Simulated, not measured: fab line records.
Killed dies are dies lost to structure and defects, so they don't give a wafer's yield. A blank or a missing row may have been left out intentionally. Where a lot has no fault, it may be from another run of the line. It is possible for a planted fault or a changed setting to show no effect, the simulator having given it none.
A sampling plan put to the test -- flow nandHarc -- one line in one fab, 15 faults in these records, each fault weighed on the records of the lots it struck
The plan consists of the line's own looks: route steps at which the wafer is read by a gauge or an inspection but not changed. A look can be judged if struck wafers have a number there and the file gives its usual mean and standard deviation on fault-free wafers. Caught: a look later than the fault's first step finds the struck wafers' mean 4 or more of those standard deviations (sigma) from the usual mean. On the tool: here the same test is run on the tool's own readings at the fault's steps. Caught also covers a different recipe on the struck wafers, or a record left blank for those wafers only.

== THE FAULTS, as the simulator had put them in ==
1. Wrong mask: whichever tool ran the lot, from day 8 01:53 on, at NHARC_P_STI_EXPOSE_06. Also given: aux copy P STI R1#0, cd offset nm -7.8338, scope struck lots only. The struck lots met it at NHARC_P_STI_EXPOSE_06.
2. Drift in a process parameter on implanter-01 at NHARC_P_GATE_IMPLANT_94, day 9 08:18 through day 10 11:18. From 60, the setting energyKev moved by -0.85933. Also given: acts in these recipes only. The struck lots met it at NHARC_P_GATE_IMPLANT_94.
3. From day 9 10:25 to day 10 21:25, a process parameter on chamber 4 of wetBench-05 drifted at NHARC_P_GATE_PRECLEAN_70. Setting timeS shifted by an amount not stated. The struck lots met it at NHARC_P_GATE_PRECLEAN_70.
4. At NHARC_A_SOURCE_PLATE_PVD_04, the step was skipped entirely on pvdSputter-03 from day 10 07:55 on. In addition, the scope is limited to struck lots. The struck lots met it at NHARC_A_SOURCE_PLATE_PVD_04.
5. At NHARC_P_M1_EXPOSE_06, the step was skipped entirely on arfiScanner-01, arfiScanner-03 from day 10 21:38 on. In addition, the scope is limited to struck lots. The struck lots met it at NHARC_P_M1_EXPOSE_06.
6. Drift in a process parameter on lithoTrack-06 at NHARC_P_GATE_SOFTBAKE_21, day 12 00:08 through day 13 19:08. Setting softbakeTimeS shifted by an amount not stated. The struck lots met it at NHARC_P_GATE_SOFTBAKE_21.
7. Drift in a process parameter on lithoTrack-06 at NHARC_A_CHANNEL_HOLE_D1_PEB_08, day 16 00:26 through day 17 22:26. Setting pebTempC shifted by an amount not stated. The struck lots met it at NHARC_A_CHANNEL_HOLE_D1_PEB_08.
8. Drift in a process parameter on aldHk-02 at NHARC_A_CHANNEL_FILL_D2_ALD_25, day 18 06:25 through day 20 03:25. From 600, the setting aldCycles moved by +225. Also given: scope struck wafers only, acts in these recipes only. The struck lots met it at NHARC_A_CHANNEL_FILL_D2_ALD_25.
9. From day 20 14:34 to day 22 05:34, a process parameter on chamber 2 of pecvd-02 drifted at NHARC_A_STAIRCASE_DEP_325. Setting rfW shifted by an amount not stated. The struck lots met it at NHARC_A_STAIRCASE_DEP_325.
10. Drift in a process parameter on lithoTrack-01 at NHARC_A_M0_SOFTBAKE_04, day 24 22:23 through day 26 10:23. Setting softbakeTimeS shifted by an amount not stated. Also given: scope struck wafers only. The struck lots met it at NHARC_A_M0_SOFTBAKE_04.
11. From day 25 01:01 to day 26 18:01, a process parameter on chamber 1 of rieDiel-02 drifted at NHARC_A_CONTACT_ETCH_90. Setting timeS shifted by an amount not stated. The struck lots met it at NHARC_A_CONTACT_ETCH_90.
12. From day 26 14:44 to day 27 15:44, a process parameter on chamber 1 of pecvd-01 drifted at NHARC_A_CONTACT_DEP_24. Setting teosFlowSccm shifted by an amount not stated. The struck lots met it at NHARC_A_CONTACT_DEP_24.
13. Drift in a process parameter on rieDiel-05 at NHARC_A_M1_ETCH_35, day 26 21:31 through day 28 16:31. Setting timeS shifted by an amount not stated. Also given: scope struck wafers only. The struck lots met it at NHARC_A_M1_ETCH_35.
14. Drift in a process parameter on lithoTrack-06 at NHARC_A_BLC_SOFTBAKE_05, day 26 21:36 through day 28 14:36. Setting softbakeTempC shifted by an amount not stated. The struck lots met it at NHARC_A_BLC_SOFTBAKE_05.
15. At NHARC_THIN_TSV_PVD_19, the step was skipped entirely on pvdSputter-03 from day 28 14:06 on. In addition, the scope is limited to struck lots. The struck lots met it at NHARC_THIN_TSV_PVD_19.

== WHAT THE PLAN SAW ==
fault,on the tool itself,first look that catches it,"reading, sigma",median hours from its first step to that look,hours from the fault's start to the first struck lot there,judged looks passed uncaught
1,under 2 sigma,not the one look that can be judged after it,-,-,-,1
2,beamEnergyKeV -45 sigma,not the one look that can be judged after it,-,-,-,1
3,under 2 sigma,not the one look that can be judged after it,-,-,-,1
4,no reading that can be judged,NHARC_END_SORT_01,killedDies +8.5,413.5,416,1
5,no reading that can be judged,no look after it can be judged,-,-,-,0
6,heaterPowerTotalW +99 or beyond sigma,no look after it can be judged,-,-,-,0
7,plateTempC +4.5 sigma,no look after it can be judged,-,-,-,0
8,under 2 sigma,no look after it can be judged,-,-,-,0
9,rfFwdPowerW +99 or beyond sigma,no look after it can be judged,-,-,-,0
10,heaterPowerTotalW +99 or beyond sigma,none of the 2 looks that can be judged after it,-,-,-,2
11,runLengthS -59 sigma,none of the 2 looks that can be judged after it,-,-,-,2
12,mfcPrecursorSccm +28 sigma,not the one look that can be judged after it,-,-,-,1
13,runLengthS -23 sigma,not the one look that can be judged after it,-,-,-,1
14,heaterPowerTotalW -40 sigma,no look after it can be judged,-,-,-,0
15,the tool's record is blank for the struck wafers,no look after it can be judged,-,-,-,0
Dash: fault not caught, or number not given in these records.

Caught at a look: 1 of 15. Caught on the tool: 10 of 15. By one or the other: 11 of 15.
Faults 2, 6, 7, 9, 10, 11, 12, 13, 14, 15 were caught on the tool alone.
Caught at a look alone: fault 4.
Caught by neither: faults 1, 3, 5, 8.

== THINNER SAMPLING ==
Were the look that catches a fault to measure just every second or every third lot (counted by lot number), the first struck lot would, at worst, be measured this late:
fault,"struck lots at that look, in order of time",every lot,every second lot,every third lot
4,"L506, L507",416 h,429 h,may miss all 2
The hour figures run from when the fault began to the first measured lot among those it struck. 4 sigma limit: tested on the pooled struck wafers, so a lone lot may be under it. Other struck lots may not be in these records.

== THE LONGEST TIMED WAY FROM STEP TO LOOK ==
In fault 4, a median of 413.5 hours elapses between NHARC_A_SOURCE_PLATE_PVD_04 and NHARC_END_SORT_01. The look between them that can be judged stayed within 4 sigma: NHARC_THIN_TSV_CD_MEAS_16.
